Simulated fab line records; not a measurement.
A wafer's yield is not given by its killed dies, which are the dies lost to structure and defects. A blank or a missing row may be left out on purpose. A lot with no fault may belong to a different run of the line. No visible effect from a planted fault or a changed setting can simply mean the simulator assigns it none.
A struck lot beside a sound one :: flow n5Finfet :: 17 out of 1938 route steps
Sound: these wafers, L840.1, L840.4, L840.6. Struck: wafer L847.4. The cause is given at the end.
At each step with rows: each side's tool, then ch and its chambers, then its first start. Under that, the readings that differ: sound wafers :: struck wafers :: difference of the means :: sigmas: that difference in standard deviations of wafers without a fault.
alike: readings whose means differ by less than 2 such deviations, and words and numbers that are the same on both sides. not compared: withheld readings, readings that some wafer has no value for, bounds like >300 that may hide the same value, and numbers for which the record gives no deviation and whose values overlap.
The two part at a step that has a row with sigmas, a row that says differs or no value, or rows on one side only. Numbers that have no deviation but don't overlap get no sigmas and don't part them. A reading missing from all wafers of one side parts the sides only when that side holds two or more wafers.

first, 8 steps without rows for these wafers: N5_PASSIVATION_HMDS_03 (time 60 s); N5_PASSIVATION_COAT_04; N5_PASSIVATION_EBR_06; N5_PASSIVATION_SOFTBAKE_05 (time 90 s); N5_PASSIVATION_EXPOSE_07 (exposes mask TV, defocus 0 nm, target cd 3000 nm); N5_PASSIVATION_PEB_08; N5_PASSIVATION_DEVELOP_09 (develop time 60 s); N5_PASSIVATION_HARDBAKE_11 (time 120 s).
N5_PASSIVATION_CD_MEAS_10: the cd target is 3000 nm.
  sound on cdSem-01 ch 0, day 16 03:09; struck on cdSem-02 ch 0, day 17 06:56
  alike: cdNm
N5_PASSIVATION_OVL_MEAS_60:
  sound on overlay-02 ch 0, day 16 03:11; struck on overlay-01 ch 0, day 17 06:57
  alike: TV_OVL
N5_PASSIVATION_INSPECT_61: inspects for defects (macro).
  sound on defectInspect-02 at day 16 03:13; struck on defectInspect-02 at day 17 06:59
  alike: rawDefectCount
N5_PASSIVATION_DESCUM_12: chemistry O2, time 7.9 s.
  sound on rieDiel-02 ch 0,3, day 16 03:26; struck on rieDiel-02 ch 2, day 17 08:06
reading: drypumpMotorCurrentA (A)
sound: 5.4 5.6 5.5
struck: 6.3
difference: +0.8
sigmas: +2
  alike: oesProductAu, rfVppV, showerheadPlenumPTorr, throttleValvePct
  not compared: rfHoursCounterH
N5_PASSIVATION_PASS_ETCH_74: etches SiNx in CF4/O2, target depth 220 nm, time 110 s.
  sound on rieDiel-02 ch 0,3, day 16 03:30; struck on rieDiel-02 ch 2, day 17 08:10
reading: drypumpMotorCurrentA (A)
sound: 5.4 5.6 5.4
struck: 6.3
difference: +0.8
sigmas: +3

reading: oes_f_703_au (a.u.)
sound: 0.75 0.71 0.75
struck: 1.08
difference: +0.34
sigmas: +4

reading: oesProductAu (a.u.)
sound: 0.75 0.69 0.75
struck: 0.96
difference: +0.23
sigmas: +3

reading: rfFwdPowerW (W)
sound: 533.5 530.2 533.2
struck: 660.0
difference: +127.7
sigmas: +67

reading: rfVppV (V)
sound: 237.0 240.5 237.3
struck: 215.6
difference: -22.7
sigmas: -10

reading: model.etch.depthNm (nm)
sound: 221.4 217.7 221.3
struck: 273.4
difference: +53.3
sigmas: 

reading: model.TV_OPEN.cdOffsetNm (nm)
sound: 0.2 -0.2 0.4
struck: -3.2
difference: -3.3
sigmas: 
  alike: mfcArSccm, showerheadPlenumPTorr, throttleValvePct
  not compared: rfHoursCounterH, model.coat_of_PASSIVATION_COAT_04.thkNm
N5_PASSIVATION_VIA_ETCH_13: etches SiO2 in CHF3/O2, target depth 660 nm, time 330 s.
  sound on rieDiel-02 ch 0,3, day 16 03:35; struck on rieDiel-02 ch 2, day 17 08:16
reading: drypumpMotorCurrentA (A)
sound: 5.5 5.7 5.4
struck: 6.3
difference: +0.8
sigmas: +2

reading: etchRfOnTimeS (s)
sound: 233 238 239
struck: 229
difference: -8
sigmas: -2

reading: rfFwdPowerW (W)
sound: 645.8 645.8 646.5
struck: 650.6
difference: +4.6
sigmas: +2
  alike: mfcArSccm, oes_f_703_au, oesProductAu, rfVppV, showerheadPlenumPTorr, throttleValvePct
  not compared: rfHoursCounterH, model.coat_of_PASSIVATION_COAT_04.thkNm
N5_PASSIVATION_STRIP_14: strips in O2.
  sound on rieDiel-02 ch 0,3, day 16 03:47; struck on rieDiel-02 ch 2, day 17 08:28
reading: drypumpMotorCurrentA (A)
sound: 5.5 5.7 5.4
struck: 6.3
difference: +0.8
sigmas: +2
  alike: oesProductAu, rfVppV, showerheadPlenumPTorr, throttleValvePct
  not compared: rfHoursCounterH
N5_PASSIVATION_ETCH_15: etches SiCN in CF4/N2, target depth 75 nm, time 81.2 s.
  sound on rieDiel-02 ch 0,3; struck on rieDiel-02 ch 2
reading: drypumpMotorCurrentA (A)
sound: 5.4 5.7 5.4
struck: 6.3
difference: +0.8
sigmas: +2

reading: model.TV_OPEN.cdOffsetNm (nm)
sound: 1.8 2.2 2
struck: -1.4
difference: -3.4
sigmas: 
  alike: mfcArSccm, oesProductAu, rfFwdPowerW, rfVppV, showerheadPlenumPTorr, throttleValvePct
  not compared: rfHoursCounterH
then, 1 step without rows for these wafers: N5_PASSIVATION_STRIP_73 (strips in post etch residue remover, time 60 s).

WHERE THEY PART
Last at N5_PASSIVATION_ETCH_15 as far as this record goes, first at N5_PASSIVATION_DESCUM_12.

WHY: the cause the simulator had injected
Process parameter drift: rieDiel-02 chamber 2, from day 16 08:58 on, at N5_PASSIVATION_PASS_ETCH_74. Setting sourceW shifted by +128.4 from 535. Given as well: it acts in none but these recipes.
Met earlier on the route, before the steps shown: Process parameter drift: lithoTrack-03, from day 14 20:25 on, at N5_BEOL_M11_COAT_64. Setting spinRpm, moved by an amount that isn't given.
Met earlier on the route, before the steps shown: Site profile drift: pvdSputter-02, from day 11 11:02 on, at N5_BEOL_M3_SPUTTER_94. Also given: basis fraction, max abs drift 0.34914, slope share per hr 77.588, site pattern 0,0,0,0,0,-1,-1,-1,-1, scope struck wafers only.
